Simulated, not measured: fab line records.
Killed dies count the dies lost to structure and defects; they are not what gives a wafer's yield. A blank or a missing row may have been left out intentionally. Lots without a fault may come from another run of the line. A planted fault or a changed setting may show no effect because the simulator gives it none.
fab line records	flow nand-harc
record: lots: 6	wafers: 18	last-day: 33
route steps=1302 shown A_M0@1148
lots that met no fault: from a run of the same line without faults
start-h: hours from the record's first day to the start of the lot's first wafer shown	wait-h: hours elapsed since this lot's preceding step	" as in the row above	L1.1+2: a row that stands for several wafers	- no value, or no start given	* or withheld: withheld	< > ~ a bound
route shown NAME@n: NAME is a module with steps in the file, n the number in the route of the first one	usual: mean/standard deviation of fault-free wafers	same: alike in all rows	chamber/n: place in a boat	sites: per-site readings	_std_site: how widely they spread, as a standard deviation	_edge_site: mean of outer sites minus mean of inner sites	radius-mm: how far each site lies from the wafer's centre	mask NAME#n: copy n	behind: the tool/chamber that last shaped the wafer	hold: why the lot went on hold/how many hours it stayed there/how the hold came to an end	device: transistor that didn't switch, given as n, p or np	end of line: the route-end tests of the same wafers	a step without rows: its recipe alone	killed: dies lost to structure and defects at the first sort, not the wafer's yield	map: dies across one wafer; x = killed, . = not, _ = none there
set.NAME: the run value of the setting; set.NAME@STEP: its run value at that earlier step	model.NAME: the simulator's own value behind a step, which no gauge read
certain route steps with their lots: each step a table, each wafer a row
services: the hour from which a tool's chamber was out of use, counted from the record's first day as start-h (under 0 if before that day), plus the number of hours and why
== steps ==
step: NHARC_A_M0_OVL_MEAS_10
recipe: pitch-nm: 160
usual: overlay-x-nm: -0.2/0.6	overlay-y-nm: -0.1/0.83
lot.wafer	tool	chamber	start-h	wait-h	overlay-x-nm	overlay-y-nm
L821.1	overlay-01	-	588.92	-	0.1	1.5
L821.3	"	-	"	"	0.6	1.5
L821.4	"	-	"	"	0.4	1.7
L825.3	overlay-02	-	618.25	-	-0.1	-0.7
L825.5	"	-	"	"	-0.5	-1.2
L825.6	"	-	"	"	-0.5	-0.8
L833.4	overlay-02	-	715.40	-	-0.1	-0.7
L833.5	"	-	"	"	0.3	0.1
L833.6	"	-	"	"	-0.6	0.2
L835.1	overlay-01	-	724.41	-	-0.5	0.8
L835.2	"	-	"	"	-0.1	0.7
L835.3	"	-	"	"	-0.1	0.6
L836.2	overlay-01	-	730.87	-	0.4	-0.7
L836.4	"	-	"	"	0.1	-0.8
L836.5	"	-	"	"	0.1	-0.9
L839.1	overlay-01	-	743.56	-	0.3	-0.3
L839.2	"	-	"	"	0.5	0.0
L839.5	"	-	"	"	0.4	-0.9
step: NHARC_A_M0_INSPECT_11
usual: raw-defect-count: 83/37
lot.wafer	tool	chamber	start-h	wait-h	raw-defect-count
L821.1	defect-inspect-02	-	588.95	0.0	58
L821.3	"	-	"	"	60
L821.4	"	-	"	"	76
L825.3	defect-inspect-01	-	618.29	0.0	85
L825.5	"	-	"	"	92
L825.6	"	-	"	"	76
L833.4	defect-inspect-01	-	715.44	0.0	70
L833.5	"	-	"	"	66
L833.6	"	-	"	"	50
L835.1	defect-inspect-01	-	724.45	0.0	102
L835.2	"	-	"	"	127
L835.3	"	-	"	"	99
L836.2	defect-inspect-02	-	730.90	0.0	72
L836.4	"	-	"	"	79
L836.5	"	-	"	"	64
L839.1	defect-inspect-01	-	743.60	0.0	40
L839.2	"	-	"	"	39
L839.5	"	-	"	"	51
step: NHARC_A_M0_DESCUM_14
recipe: time-s: 3	o2-flow-sccm: 200	ar-flow-sccm: 0	bias-power-w: 0	chemistry: O2
usual: drypump-motor-current-A: 5.8/0.5	oes-product-au: 0.996/0.011	rf-vpp-V: 57.8/0.81	showerhead-plenum-p-Torr: 1.91/0.078	throttle-valve-pct: 11.311/0.0098
lot.wafer	tool	chamber	start-h	wait-h	drypump-motor-current-A	oes-product-au	rf-hours-counter-h	rf-vpp-V	showerhead-plenum-p-Torr	throttle-valve-pct
L821.4	rie-diel-07	3	589.02	0.1	5.4	0.991	6.5	57.0	1.85	11.292
L821.3	"	0	"	"	5.7	0.979	6.9	57.3	1.81	11.315
L821.1	"	2	"	"	6.4	0.994	6.1	57.4	1.81	11.319
L825.3	rie-diel-01	3	618.38	0.1	4.8	0.999	3.8	57.2	1.95	11.312
L825.6	"	0	"	"	4.8	0.997	-	60.0	1.83	11.310
L825.5	"	1	"	"	5.1	0.992	-	59.7	2.05	11.308
L833.4	rie-diel-07	2	715.49	0.1	6.4	0.985	3.5	55.8	1.81	11.310
L833.6	"	2	"	"	6.4	0.987	-	56.5	1.81	11.304
L833.5	"	3	"	"	5.4	0.985	-	58.1	1.85	11.312
L835.1	rie-diel-05	1	724.51	0.1	6.0	1.000	4.3	58.1	1.85	11.314
L835.2	"	2	"	"	6.4	1.018	4.6	56.9	1.98	11.303
L835.3	"	0	"	"	6.0	0.994	5.0	57.4	1.93	11.306
L836.4	rie-diel-07	3	730.96	0.1	5.4	0.999	3.8	57.7	1.85	11.302
L836.2	"	1	"	"	5.8	1.029	4.5	58.5	1.91	11.312
L836.5	"	0	"	"	5.7	1.014	-	57.2	1.80	11.304
L839.1	rie-diel-05	2	743.66	0.1	6.4	1.003	5.4	57.3	1.98	11.308
L839.2	"	0	"	"	6.0	1.008	5.6	57.6	1.93	11.305
L839.5	"	2	"	"	6.4	0.996	-	58.5	1.98	11.309
step: NHARC_A_M0_ETCH_34
recipe: target-depth-a: 400	overetch-a: 120	time-s: 43.94	ion-energy-ev: 200	n2-flow-sccm: 150	h2-flow-sccm: 150	ar-flow-sccm: 0	rf-w: 400	bias-w: 150	chemistry: N2/H2
usual: drypump-motor-current-A: 5.8/0.5	oes-product-au: 0.998/0.011	rf-vpp-V: 430.3/2.4	showerhead-plenum-p-Torr: 2.03/0.083	throttle-valve-pct: 14.169/0.0092
lot.wafer	tool	chamber	start-h	wait-h	drypump-motor-current-A	oes-product-au	rf-hours-counter-h	rf-vpp-V	showerhead-plenum-p-Torr	throttle-valve-pct
L821.1	rie-diel-07	1	589.10	0.1	5.8	1.004	6.4	431.0	2.04	14.173
L821.3	"	2	"	"	6.4	0.993	6.1	425.8	1.92	14.175
L821.4	"	0	"	"	5.7	0.980	6.9	428.1	1.92	14.185
L825.3	rie-diel-01	3	618.44	0.1	4.7	1.008	3.8	431.0	2.08	14.162
L825.6	"	2	"	"	5.9	0.999	-	433.5	2.19	14.168
L825.5	"	3	"	"	4.7	0.994	-	430.7	2.08	14.166
L833.4	rie-diel-07	3	715.59	0.1	5.4	0.993	3.0	431.0	1.97	14.180
L833.6	"	2	"	"	6.4	0.982	-	425.8	1.92	14.154
L833.5	"	3	"	"	5.4	0.983	-	429.4	1.97	14.168
L835.2	rie-diel-05	1	724.60	0.1	6.0	0.998	4.4	430.0	1.97	14.171
L835.3	"	2	"	"	6.4	1.020	4.6	433.8	2.12	14.165
L835.1	"	3	"	"	6.1	0.999	5.2	432.0	2.11	14.175
L836.4	rie-diel-07	1	731.05	0.1	5.8	1.028	4.6	430.5	2.04	14.171
L836.2	"	0	"	"	5.7	1.000	4.0	426.4	1.92	14.170
L836.5	"	1	"	"	5.8	1.026	-	429.7	2.04	14.164
L839.1	rie-diel-05	3	743.74	0.1	6.1	1.001	5.8	433.2	2.11	14.162
L839.2	"	1	"	"	6.0	1.006	5.1	429.0	1.97	14.178
L839.5	"	3	"	"	6.1	0.998	-	433.7	2.11	14.177
step: NHARC_A_M0_ETCH_15
recipe: target-depth-a: 1500	overetch-a: 150	time-s: 82.5	c4f8-flow-sccm: withheld	ar-flow-sccm: 400	rf-w: 600	bias-w: 300	chemistry: C4F8/Ar
step: NHARC_A_M0_CD_MEAS_16
usual: cd-nm: 79.8/0.67
lot.wafer	tool	chamber	start-h	wait-h	cd-nm
L821.1	cd-sem-01	-	589.32	-	80.0
L821.3	"	-	"	"	78.9
L821.4	"	-	"	"	78.7
L825.3	cd-sem-03	-	618.65	-	79.5
L825.5	"	-	"	"	79.8
L825.6	"	-	"	"	80.6
L833.4	cd-sem-03	-	715.80	-	80.2
L833.5	"	-	"	"	79.4
L833.6	"	-	"	"	80.5
L835.1	cd-sem-01	-	724.81	-	79.4
L835.2	"	-	"	"	79.0
L835.3	"	-	"	"	79.2
L836.2	cd-sem-02	-	731.26	-	80.3
L836.4	"	-	"	"	79.5
L836.5	"	-	"	"	79.7
L839.1	cd-sem-03	-	743.96	-	79.0
L839.2	"	-	"	"	79.1
L839.5	"	-	"	"	77.9
step: NHARC_A_M0_STRIP_18
recipe: power-w: 1000	n2-flow-sccm: 150	h2-flow-sccm: 150	ar-flow-sccm: 0	bias-w: 0	chemistry: N2/H2
step: NHARC_A_M0_STRIP_19
recipe: time-s: 600	temp-c: 30	chemistry: post-etch-residue-remover
step: NHARC_A_M0_DEGAS_28
recipe: temp-c: 250	time-s: 60
step: NHARC_A_M0_PRE_CLEAN_29
recipe: time-s: 30	temp-c: 280	gas: H2/He
step: NHARC_A_M0_PVD_20
recipe: target-thk-a: 50	bias-v: 168.6	power-w: 15000	chamber-pressure-pa: 0.12	time-s: 8.06	substrate-temp-c: 50	material: TaN
usual: throttle-valve-pct: 29.9/1.1
lot.wafer	tool	chamber	start-h	wait-h	throttle-valve-pct
L821.1	pvd-sputter-03	-	-	-	30.0
L821.4	"	-	"	"	28.7
L821.3	"	-	"	"	31.5
L825.3	pvd-sputter-03	-	-	-	30.4
L825.5	"	-	"	"	31.6
L825.6	"	-	"	"	30.6
L833.4	pvd-sputter-02	-	-	-	29.4
L833.5	"	-	"	"	31.3
L833.6	"	-	"	"	29.4
L835.1	pvd-sputter-02	-	-	-	30.0
L835.3	"	-	"	"	29.1
L835.2	"	-	"	"	30.2
L836.4	pvd-sputter-02	-	-	-	31.5
L836.2	"	-	"	"	29.7
L836.5	"	-	"	"	29.0
L839.2	pvd-sputter-01	-	-	-	30.9
L839.1	"	-	"	"	29.5
L839.5	"	-	"	"	29.0
step: NHARC_A_M0_PVD_21
recipe: target-thk-a: 300	chamber-pressure-pa: 5	power-w: 5000	substrate-temp-c: 30	time-s: 20.49	material: Cu
usual: throttle-valve-pct: 29.9/1.1
lot.wafer	tool	chamber	start-h	wait-h	throttle-valve-pct
L821.3	pvd-sputter-03	-	-	-	30.2
L821.4	"	-	"	"	30.1
L821.1	"	-	"	"	31.5
L825.3	pvd-sputter-03	-	-	-	31.5
L825.6	"	-	"	"	28.5
L825.5	"	-	"	"	31.7
L833.4	pvd-sputter-02	-	-	-	31.2
L833.5	"	-	"	"	30.1
L833.6	"	-	"	"	29.7
L835.1	pvd-sputter-02	-	-	-	29.9
L835.3	"	-	"	"	29.6
L835.2	"	-	"	"	30.2
L836.4	pvd-sputter-02	-	-	-	31.3
L836.2	"	-	"	"	29.1
L836.5	"	-	"	"	30.0
L839.1	pvd-sputter-01	-	-	-	29.7
L839.2	"	-	"	"	26.9
L839.5	"	-	"	"	27.1
step: NHARC_A_M0_ECD_22
recipe: target-thk-a: 4000	bath-temp-c: 25	material: Cu
lot.wafer	tool	chamber	start-h	wait-h
L821.1+4+3	ecd-cu-01	1,0,1	590.39	-
L825.3+6+5	ecd-cu-02	0,1,0	619.78	-
L833.4+5+6	ecd-cu-02	0,1,0	716.95	-
L835.2+1+3	ecd-cu-02	0,1,1	725.82	-
L836.2+4+5	ecd-cu-01	1,0,1	732.32	-
L839.2+1+5	ecd-cu-01	1,0,1	745.01	-
step: NHARC_A_M0_ANNEAL_30
recipe: temp-c: 225	time-s: 90
usual: wafer_temp_C_max: 225.94/0.26
lot.wafer	tool	chamber	start-h	wait-h	wafer_temp_C_max
L821.1	rtp-anneal-01	0	590.72	-	225.90
L821.3	"	0	"	"	226.08
L821.4	"	0	"	"	225.69
L825.3	rtp-anneal-01	0	620.11	0.3	225.59
L825.5	"	0	"	"	225.66
L825.6	"	0	"	"	226.04
L833.4	rtp-anneal-01	0	717.34	0.3	226.23
L833.5	"	0	"	"	225.84
L833.6	"	0	"	"	226.13
L835.1	rtp-anneal-01	0	726.19	-	225.77
L835.2	"	0	"	"	225.97
L835.3	"	0	"	"	225.84
L836.2	rtp-anneal-02	0	732.69	0.3	226.24
L836.4	"	0	"	"	225.88
L836.5	"	0	"	"	225.90
L839.1	rtp-anneal-01	0	745.40	-	225.83
L839.2	"	0	"	"	225.92
L839.5	"	0	"	"	225.65
step: NHARC_A_M0_CMP_23
recipe: t-overpolish-s: 20	target-thk-nm: 113.75
usual: motor-current-A: 12.0/0.9	retaining-ring-pressure-frac: 1.000/0.0055	time-to-endpoint-s: 29.1/2.8
lot.wafer	tool	chamber	start-h	wait-h	motor-current-A	retaining-ring-pressure-frac	time-to-endpoint-s
L821.3	cmp-03	2	591.07	-	12.5	1.008	23.2
L821.1	"	3	"	"	11.0	0.996	32.9
L821.4	"	1	"	"	10.8	1.006	30.4
L825.3	cmp-04	1	620.35	-	12.8	1.001	27.5
L825.5	"	1	"	"	12.8	1.000	27.6
L825.6	"	2	"	"	12.4	1.000	26.6
L833.4	cmp-03	3	717.61	-	11.3	0.999	30.9
L833.6	"	0	"	"	11.6	1.007	46.8
L833.5	"	1	"	"	11.3	1.002	29.4
L835.1	cmp-01	1	726.54	-	12.3	1.007	28.2
L835.2	"	2	"	"	10.6	0.997	29.9
L835.3	"	3	"	"	13.8	1.005	44.6
L836.2	cmp-04	3	733.01	-	11.4	1.004	29.7
L836.4	"	1	"	"	13.3	0.999	29.6
L836.5	"	2	"	"	12.7	0.998	30.0
L839.2	cmp-01	3	745.75	-	13.2	0.999	31.1
L839.1	"	2	"	"	10.9	1.006	29.7
L839.5	"	3	"	"	13.1	0.999	28.6
step: NHARC_A_M0_THK_MEAS_24
recipe: thk-meas-gauge: xrf
usual: thk-nm: 113.9/1.4
lot.wafer	tool	chamber	start-h	wait-h	thk-nm
L821.1	film-metro-01	-	591.38	-	113.6
L821.3	"	-	"	"	112.2
L821.4	"	-	"	"	114.0
L825.3	film-metro-01	-	620.67	-	115.9
L825.5	"	-	"	"	113.9
L825.6	"	-	"	"	113.7
L833.4	film-metro-01	-	717.84	-	114.2
L833.5	"	-	"	"	113.6
L833.6	"	-	"	"	112.7
L835.1	film-metro-01	-	726.86	-	113.4
L835.2	"	-	"	"	111.1
L835.3	"	-	"	"	113.2
L836.2	film-metro-02	-	733.30	-	111.8
L836.4	"	-	"	"	114.6
L836.5	"	-	"	"	111.8
L839.1	film-metro-01	-	746.07	-	112.6
L839.2	"	-	"	"	112.0
L839.5	"	-	"	"	114.5
== services ==
tool	chamber	start-h	hours	kind
cmp-03	-	567.59	0.5	repair
rie-diel-01	-	572.00	0.5	repair
rie-diel-01	2	578.11	3.1	repair
pvd-sputter-01	-	582.00	10.0	pm
rie-diel-05	-	583.60	9.0	pm
rie-diel-07	1	583.97	4.8	repair
cmp-01	-	584.33	1.9	repair
ecd-cu-02	-	584.88	1.0	repair
cmp-01	-	590.08	4.0	pm
ecd-cu-02	-	596.00	8.0	pm
cmp-01	-	599.78	0.9	repair
cmp-04	-	601.17	4.0	pm
ecd-cu-01	-	612.30	1.8	repair
rie-diel-07	1	616.88	4.2	repair
ecd-cu-01	-	632.46	0.7	repair
pvd-sputter-02	-	638.00	10.0	pm
rie-diel-07	-	648.35	9.0	pm
cmp-03	-	652.15	4.0	pm
ecd-cu-02	-	665.95	0.6	repair
rie-diel-07	0	669.07	4.9	repair
ecd-cu-01	-	688.17	8.0	pm
pvd-sputter-03	-	691.71	2.1	repair
rie-diel-07	0	708.39	3.3	repair
pvd-sputter-03	-	712.32	10.0	pm
== key ==
first-sign: step: NHARC_A_M0_CMP_23	reading: time-to-endpoint-s	direction: up	sigmas: 6	usual: *	struck: *
effect none on later readings
met-at NHARC_A_M0_ECD_22
struck-wafers L833.6,L835.3
onset-between 619.78 716.95
fault: kind: process-parameter-drift	tool: ecd-cu-02	chamber: -	onset-h: 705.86	steps: NHARC_A_M0_ECD_22	channel: target-thk-a	offset: *	shape: step	end-h: 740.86	scope: struck-wafers-only	acts-in: *	stated: *
